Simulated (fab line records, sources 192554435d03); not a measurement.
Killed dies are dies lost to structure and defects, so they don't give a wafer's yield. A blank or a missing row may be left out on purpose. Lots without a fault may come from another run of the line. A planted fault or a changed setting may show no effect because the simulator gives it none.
Chamber matching | flow n5_finfet | N5_BEOL_M11_ETCH_62 on rie_diel-03: 4 sister chambers
The step etches SOC in N2/H2, target depth 110 nm, overetch 22 nm, time 165 s. 20 wafers are shown with their chamber, then 10 later ones without.

WAFERS WITH THEIR CHAMBER
wafer  | chamber | drypump_motor_current_A (A) | showerhead_plenum_p_Torr (Torr) | throttle_valve_pct (%)
L078.2 | 2       | 5.3                         | 2.47                            | 17.80
L078.3 | 1       | 5.0                         | 2.70                            | 17.64
L078.4 | 3       | 6.4                         | 2.39                            | 17.85
L079.1 | 1       | 5.0                         | 2.70                            | 17.64
L079.2 | 3       | 6.5                         | 2.39                            | 17.86
L079.6 | 1       | 5.0                         | 2.70                            | 17.64
L082.1 | 0       | 6.0                         | 2.63                            | 17.75
L082.3 | 2       | 5.3                         | 2.46                            | 17.84
L082.4 | 2       | 5.3                         | 2.46                            | 17.84
L086.2 | 1       | 5.1                         | 2.69                            | 17.66
L086.3 | 2       | 5.3                         | 2.46                            | 17.84
L086.6 | 0       | 5.9                         | 2.63                            | 17.75
L088.1 | 3       | 6.5                         | 2.71                            | 17.40
L088.5 | 2       | 5.3                         | 2.46                            | 17.87
L088.6 | 3       | 6.4                         | 2.71                            | 17.40
L090.1 | 3       | 6.4                         | 2.71                            | 17.40
L090.3 | 1       | 5.0                         | 2.69                            | 17.67
L090.5 | 0       | 6.0                         | 2.62                            | 17.78
L093.2 | 3       | 6.4                         | 2.70                            | 17.41
L093.3 | 2       | 5.3                         | 2.45                            | 17.86

SIGNATURES (means of the wafers above)
reading                  | chamber 0 | chamber 1 | chamber 2 | chamber 3 | scatter within a chamber
drypump_motor_current_A  | 5.967     | 5.020     | 5.300     | 6.433     | 0.0418
showerhead_plenum_p_Torr | 2.6267    | 2.6960    | 2.4600    | 2.6017    | 0.0918
throttle_valve_pct       | 17.7600   | 17.6500   | 17.8417   | 17.5533   | 0.132
Rule: a wafer's distance from a chamber is the root of the sum, over the readings, of the square of ((its reading less the chamber's mean) divided by the reading's scatter). The wafer belongs to the nearest chamber; if the next one is less than 2 further off, it can't be placed. The scatter: the root of (the sum of the squares of (reading less its chamber's mean) over the shown wafers, divided by (wafers less chambers)).

WAFERS WITHOUT THEIR CHAMBER
wafer  | drypump_motor_current_A (A) | showerhead_plenum_p_Torr (Torr) | throttle_valve_pct (%)
L093.4 | 6.0                         | 2.62                            | 17.79
L095.2 | 5.3                         | 2.45                            | 17.86
L095.5 | 6.0                         | 2.62                            | 17.78
L095.6 | 6.4                         | 2.70                            | 17.42
L094.3 | 5.2                         | 2.45                            | 17.87
L094.4 | 5.0                         | 2.69                            | 17.70
L094.6 | 5.3                         | 2.45                            | 17.88
L096.4 | 6.5                         | 2.70                            | 17.41
L096.5 | 5.2                         | 2.45                            | 17.89
L096.6 | 5.0                         | 2.68                            | 17.70

WHICH CHAMBER EACH WENT THROUGH
wafer  | from the rows above | in truth
L093.4 | 0                   | 0
L095.2 | 2                   | 2
L095.5 | 0                   | 0
L095.6 | 3                   | 3
L094.3 | 2                   | 2
L094.4 | 1                   | 1
L094.6 | 2                   | 2
L096.4 | 3                   | 3
L096.5 | 2                   | 2
L096.6 | 1                   | 1
Placed correctly: 10 of 10. Can't be placed from these rows: 0. Placed wrongly: 0.
